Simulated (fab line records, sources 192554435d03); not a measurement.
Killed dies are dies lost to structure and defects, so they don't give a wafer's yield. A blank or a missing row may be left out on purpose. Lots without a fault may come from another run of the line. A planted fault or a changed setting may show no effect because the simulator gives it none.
Which tool did it? | flow n5_finfet | 11 lots, 33 wafers sampled, at 3 steps of a route of 1938

WHAT THE GAUGES READ, wafer by wafer
N5_BEOL_M14_RS_MEAS_54: measures by four-point-probe.
lot  | measured     | on            | M14_RS (ohm/sq)
L076 | day 11 14:30 | film_metro-01 | 0.0336 0.0327 0.0328
L077 | day 12 10:56 | film_metro-02 | 0.0325 0.0320 0.0328
L079 | day 13 06:57 | film_metro-01 | 0.0323 0.0344 0.0337
L083 | day 13 21:02 | film_metro-01 | 0.0330 0.0327 0.0331
L082 | day 14 07:10 | film_metro-02 | 0.0327 0.0337 0.0337
L085 | day 14 22:35 | film_metro-01 | 0.0334 0.0332 0.0326
L089 | day 15 05:53 | film_metro-01 | 0.0333 0.0334 0.0327
L088 | day 15 12:12 | film_metro-01 | 0.0327 0.0332 0.0336
L093 | day 16 02:07 | film_metro-02 | 0.0334 0.0329 0.0332
L095 | day 17 05:49 | film_metro-02 | 0.0339 0.0335 0.0336
L096 | day 18 11:35 | film_metro-02 | 0.0323 0.0336 0.0327

WHICH TOOL RAN EACH LOT (tool, then ch and the chambers of the sampled wafers, then the start)
lot  | N5_BEOL_M14_STRIP_63                          | N5_BEOL_M14_DEGAS_41
L076 | rie_diel-02 ch 2,3, day 11 13:14 or earlier   | pvd_sputter-02, day 11 13:14
L077 | rie_diel-04 ch 1,2,3, day 12 09:07 or earlier | pvd_sputter-03, day 12 09:07
L079 | rie_diel-01 ch 0,2, day 13 05:40 or earlier   | pvd_sputter-02, day 13 05:40
L083 | rie_diel-01 ch 0,1,2, day 13 19:45 or earlier | pvd_sputter-03, day 13 19:45
L082 | rie_diel-02 ch 0,1,3, day 14 05:54 or earlier | pvd_sputter-03, day 14 05:54
L085 | rie_diel-04 ch 0,1,3, day 14 21:19 or earlier | pvd_sputter-01, day 14 21:19
L089 | rie_diel-04 ch 0,1,2, day 15 04:37 or earlier | pvd_sputter-03, day 15 04:37
L088 | rie_diel-02 ch 2,3, day 15 10:56 or earlier   | pvd_sputter-01, day 15 10:56
L093 | rie_diel-01 ch 0,3, day 16 00:50 or earlier   | pvd_sputter-03, day 16 00:50
L095 | rie_diel-04 ch 0,2, day 17 04:32 or earlier   | pvd_sputter-02, day 17 04:32
L096 | rie_diel-02 ch 0,1,3, day 18 09:40 or earlier | pvd_sputter-02, day 18 09:40
- N5_BEOL_M14_STRIP_63: strips in O2.
- N5_BEOL_M14_DEGAS_41: time 60 s.

THE ANSWER, worked out from the rows above alone
Rule: what is usual is taken from the lots themselves. Put in order of their means at a reading, lots are off if they are a third of the lots or fewer, leave a main group of 4 or more, and stand apart from it by a gap of 3 or more times the standard deviation of the main group's means; of several such gaps the widest counts. A main group whose means are all the same, to the digits that the tables above print for the reading, isn't used. A lot without any number at a reading at which 4 lots or more have one is off too. The other lots that the step has rows for count as sound.
No lot is off at any reading shown: from this, nothing can be told.

WHAT THE SIMULATOR HAD PUT IN
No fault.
